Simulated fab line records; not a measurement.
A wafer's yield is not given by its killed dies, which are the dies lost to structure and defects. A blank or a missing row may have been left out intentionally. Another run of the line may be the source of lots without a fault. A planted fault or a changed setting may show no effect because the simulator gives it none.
Chamber matching | flow n5Finfet | 4 sister chambers for N5_BEOL_M5_STRIP_64 on rieDiel-04
The step strips in CF4. 20 wafers are shown with their chamber, then 10 later ones without.

== WAFERS WITH THEIR CHAMBER ==
wafer  | chamber | showerheadPlenumPTorr (Torr) | drypumpMotorCurrentA (A) | throttleValvePct (%)
L075.1 | 0       | 1.89                         | 4.8                      | 13.30
L075.2 | 1       | 1.75                         | 5.1                      | 13.71
L075.6 | 1       | 1.75                         | 5.2                      | 13.73
L077.2 | 0       | 1.89                         | 4.8                      | 13.32
L077.5 | 2       | 1.91                         | 6.1                      | 13.80
L077.6 | 3       | 1.72                         | 6.2                      | 13.73
L080.2 | 3       | 1.72                         | 6.2                      | 13.74
L080.5 | 1       | 1.75                         | 5.2                      | 13.76
L080.6 | 2       | 1.91                         | 6.1                      | 13.80
L079.2 | 2       | 1.91                         | 6.2                      | 13.81
L079.3 | 3       | 1.72                         | 6.2                      | 13.73
L079.4 | 0       | 1.89                         | 4.7                      | 13.33
L083.3 | 1       | 1.75                         | 5.2                      | 13.76
L083.5 | 0       | 1.89                         | 4.8                      | 13.31
L083.6 | 3       | 1.72                         | 6.2                      | 13.73
L086.1 | 0       | 1.88                         | 4.8                      | 13.34
L086.5 | 0       | 1.89                         | 4.8                      | 13.36
L086.6 | 2       | 1.90                         | 6.1                      | 13.87
L092.1 | 1       | 1.75                         | 5.2                      | 13.24
L092.4 | 0       | 1.88                         | 4.8                      | 13.37

SIGNATURES (means of the wafers above)
reading               | chamber 0 | chamber 1 | chamber 2 | chamber 3 | scatter within a chamber
showerheadPlenumPTorr | 1.8871    | 1.7500    | 1.9075    | 1.7200    | 0.00369
drypumpMotorCurrentA  | 4.786     | 5.180     | 6.125     | 6.200     | 0.0388
throttleValvePct      | 13.3329   | 13.6400   | 13.8200   | 13.7325   | 0.114
Rule: for each reading, subtract the chamber's mean from the wafer's reading, divide by that reading's scatter and square the result; add these up over the readings and take the root, which gives the wafer's distance from the chamber. If the next closest chamber is less than 2 further off than the closest, the wafer can't be placed; otherwise it belongs to the closest. The scatter: the root of (the sum of the squares of (reading less its chamber's mean) over the shown wafers, divided by (wafers less chambers)).

== WAFERS WITHOUT THEIR CHAMBER ==
wafer  | showerheadPlenumPTorr (Torr) | drypumpMotorCurrentA (A) | throttleValvePct (%)
L092.6 | 1.75                         | 5.1                      | 13.23
L091.1 | 1.90                         | 6.2                      | 13.86
L091.2 | 1.71                         | 6.2                      | 13.79
L091.3 | 1.88                         | 4.8                      | 13.37
L095.3 | 1.90                         | 6.2                      | 13.87
L095.5 | 1.90                         | 6.1                      | 13.88
L095.6 | 1.71                         | 6.2                      | 13.81
L097.2 | 1.71                         | 6.2                      | 13.81
L097.3 | 1.90                         | 6.2                      | 13.87
L097.5 | 1.71                         | 6.2                      | 13.81

== THE CHAMBER EACH PASSED THROUGH ==
wafer  | from the rows above | in truth
L092.6 | 1                   | 1
L091.1 | 2                   | 2
L091.2 | 3                   | 3
L091.3 | 0                   | 0
L095.3 | 2                   | 2
L095.5 | 2                   | 2
L095.6 | 3                   | 3
L097.2 | 3                   | 3
L097.3 | 2                   | 2
L097.5 | 3                   | 3
Placed correctly: 10 of 10. Not placeable from these rows: 0. Placed wrongly: 0.
